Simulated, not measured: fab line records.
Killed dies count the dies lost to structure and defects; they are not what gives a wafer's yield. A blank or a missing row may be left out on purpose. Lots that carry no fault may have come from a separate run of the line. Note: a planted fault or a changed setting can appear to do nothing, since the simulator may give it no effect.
A struck lot beside a sound one / flow n5-finfet / 39 out of 1938 route steps
Sound: these wafers, L209.1, L209.3, L209.5. Struck: wafers L214.4, L214.5, L214.6. The cause comes at the end.
Each step with rows lists, per side, the tool, then ch with its chambers, then its first start. Under that, the readings that differ: sound wafers / struck wafers / difference of the means / sigmas: that difference in standard deviations of wafers without a fault.
alike: a reading whose means differ by less than 2 such deviations, as well as words and numbers matching on both sides. not compared: withheld readings; readings where some wafer has no value; bounds like >300 that might hide an equal value; numbers whose values overlap and for which the record gives no deviation.
A row with sigmas, a row that says differs or no value, or rows on one side alone: a step with any of these is where the two part. Numbers that have no deviation but don't overlap get no sigmas and don't part them. Lack of a reading on every wafer of one side parts them only where that side has two or more wafers.

first, 11 steps without rows for these wafers: N5_HKMG_FIN_DESCUM_53 (chemistry O2, time 7.9 s); N5_HKMG_FIN_ETCH_54 (etches SiARC in CF4, target depth 45.5 nm, time 75.8 s); N5_HKMG_FIN_ETCH_55 (etches SOC in N2/H2, target depth 240 nm, time 300 s); N5_HKMG_FIN_STRIP_56 (strips in N2/H2); N5_HKMG_FIN_STRIP_57 (strips in CF4); N5_HKMG_FIN_ETCH_58 (etches SOC in N2/H2, target depth 215.8 nm, time 741 s); N5_HKMG_FIN_STRIP_93 (strips SOC in N2/H2, time 20 s); N5_HKMG_FIN_WET_ETCH_76 (etches Al2O3 in dNH4OH, stops on La2O3, target depth 2.25 nm, rinse time 30 s); N5_HKMG_FIN_STRIP_60 (strips in N2/H2, time 360 s); N5_HKMG_FIN_WET_ETCH_77 (etches La2O3 in dHCl, stops on HfO2, target depth 2 nm); N5_HKMG_FIN_WET_ETCH_78 (etches Al2O3 in dNH4OH, stops on La2O3, target depth 4.5 nm, rinse time 30 s).
N5_HKMG_FIN_ALD_79: deposits TiN, target thk 1.5 nm, pulse time 1 s, purge time 3 s.
  sound on ald-metal-03 ch 0,1, day 5 10:06; struck on ald-metal-03 ch 0,1,3, day 6 15:46
reading=ald-cycles; sound=68 68 68; struck=27 27 27; difference=-41; sigmas=
reading=model.TiN_of_HKMG_FIN_ALD_79.thk-nm (nm); sound=1.4 1.4 1.4; struck=0.6 0.6 0.6; difference=-0.8; sigmas=
  alike: heater-power-w, precursor-pulse-height-rel
then, 25 steps without rows for these wafers: N5_HKMG_FIN_CVD_62 (deposits a-Si from Si2H6, target thk 3 nm, time 20.8 s); N5_HKMG_FIN_RTA_80 (time 2 s); N5_HKMG_FIN_PRECLEAN_64 (cleans in dHF, time 30 s); N5_HKMG_FIN_WET_ETCH_65 (etches a-Si in TMAH, stops on TiN, time 49 s, target depth 3 nm); N5_HKMG_FIN_WET_ETCH_81 (etches TiN in SC1, stops on HfO2, time 57 s, target depth 6 nm); N5_HKMG_FIN_WET_ETCH_82 (etches La2O3 in dHCl, stops on HfO2, target depth 2 nm, rinse time 30 s); N5_HKMG_FIN_ALD_36 (deposits TiN, target thk 1 nm, pulse time 1 s, purge time 3 s); N5_HKMG_FIN_PWFM_ALD_03 (deposits TiN, target thk 2 nm, pulse time 1 s, purge time 3 s); N5_HKMG_FIN_COAT_29 (time 60 s, resist thk 300 nm); N5_HKMG_FIN_COAT_30 (time 60 s, resist thk 35 nm); N5_HKMG_FIN_COAT_06 (resist thk 90 nm); N5_HKMG_FIN_EBR_08; N5_HKMG_FIN_SOFTBAKE_07 (time 60 s); N5_HKMG_FIN_EXPOSE_09 (exposes mask NWFM); N5_HKMG_FIN_PEB_10 (peb time 60 s); N5_HKMG_FIN_DEVELOP_11 (develop time 30 s); N5_HKMG_FIN_DESCUM_17 (chemistry O2, time 7.9 s); N5_HKMG_FIN_ETCH_31 (etches SiARC in CF4, target depth 45.5 nm, time 75.8 s); N5_HKMG_FIN_ETCH_32 (etches SOC in N2/H2, target depth 240 nm, time 300 s); N5_HKMG_FIN_STRIP_33 (strips in N2/H2); N5_HKMG_FIN_STRIP_34 (strips in CF4); N5_HKMG_FIN_ETCH_35 (etches SOC in N2/H2, target depth 215.8 nm, time 243.4 s); N5_HKMG_FIN_STRIP_92 (strips SOC in N2/H2, time 20 s); N5_HKMG_FIN_WET_ETCH_18 (etches TiN in SC1, time 55 s, target depth 5.2 nm, rinse time 30 s); N5_HKMG_FIN_STRIP_19 (strips in N2/H2, time 360 s).
-- here the record skips 4 days between the struck wafers' starts before and after, leaving off in module HKMG_FIN and picking up in module BEOL_M4 (first step shown: number 1111 of the route) --
N5_BEOL_M4_RC_MEAS_101:
  sound on prober-01 ch 0, day 9 04:25; struck on prober-01 ch 0, day 10 05:58
reading=IOFF_P (nA/um); sound=0.18 0.16 0.18; struck=0.11 0.10 0.10; difference=-0.07; sigmas=-2
reading=IOFF_P_85C (nA/um); sound=3.1 2.9 3.2; struck=2.1 1.9 1.9; difference=-1.1; sigmas=-2
reading=IOFF_P_LIN (nA/um); sound=0.087 0.081 0.090; struck=0.053 0.049 0.049; difference=-0.036; sigmas=-3
reading=IOFF_P_LONG (nA/um); sound=0.000104 0.00011 9.9e-05; struck=6.8e-05 7.1e-05 6.9e-05; difference=-3.5e-05; sigmas=-4
reading=ION_P (uA/um); sound=461 454 457; struck=439 437 426; difference=-23; sigmas=-3
reading=VT_N_LONG (mV); sound=271.1 269.4 272.2; struck=280.3 282.6 283.1; difference=+11.1; sigmas=+5
reading=VT_N_LVT (mV); sound=100 101 99; struck=110 112 112; difference=+11; sigmas=+3
reading=VT_P (mV); sound=-253 -255 -252; struck=-271 -271 -272; difference=-18; sigmas=-5
reading=VT_P_LONG (mV); sound=-275 -277 -280; struck=-297 -294 -297; difference=-19; sigmas=-5
reading=VT_P_LVT (mV); sound=-100 -102 -101; struck=-121 -123 -124; difference=-22; sigmas=-7
  alike: DIBL_N, DIBL_P, IOFF_N, ION_N, SS_N, SS_P, VT_N
-- here the record skips 4 days between the struck wafers' starts before and after, leaving off in module BEOL_M4 and picking up in module PASSIVATION (first step shown: number 1936 of the route) --
N5_PASSIVATION_PROBE_49:
  sound on prober-02, day 13 04:35; struck on prober-02, day 14 08:12
reading=sort_bin_8_speed (%); sound=0 0 0; struck=0.7 2.4 31.9; difference=+11.7; sigmas=+17
reading=sort-n-pass; sound=1078 1068 1097; struck=1072 1045 705; difference=-140; sigmas=-7
reading=sort-yield-pct (%); sound=91.4 90.5 93.0; struck=90.8 88.6 59.7; difference=-11.9; sigmas=-7
  alike: defect-limited-yield, killed_at_M0_to_M3, killed_at_M4_up, killed-at-contacts, killed-at-front-end, killed-at-other, killed-dies, killed-open, killed-short, sort_bin_5_function, sort_bin_6_memory

WHERE THEY PART
First at N5_BEOL_M4_RC_MEAS_101; last, within this record, at N5_PASSIVATION_PROBE_49.

WHY: whatever the simulator had introduced
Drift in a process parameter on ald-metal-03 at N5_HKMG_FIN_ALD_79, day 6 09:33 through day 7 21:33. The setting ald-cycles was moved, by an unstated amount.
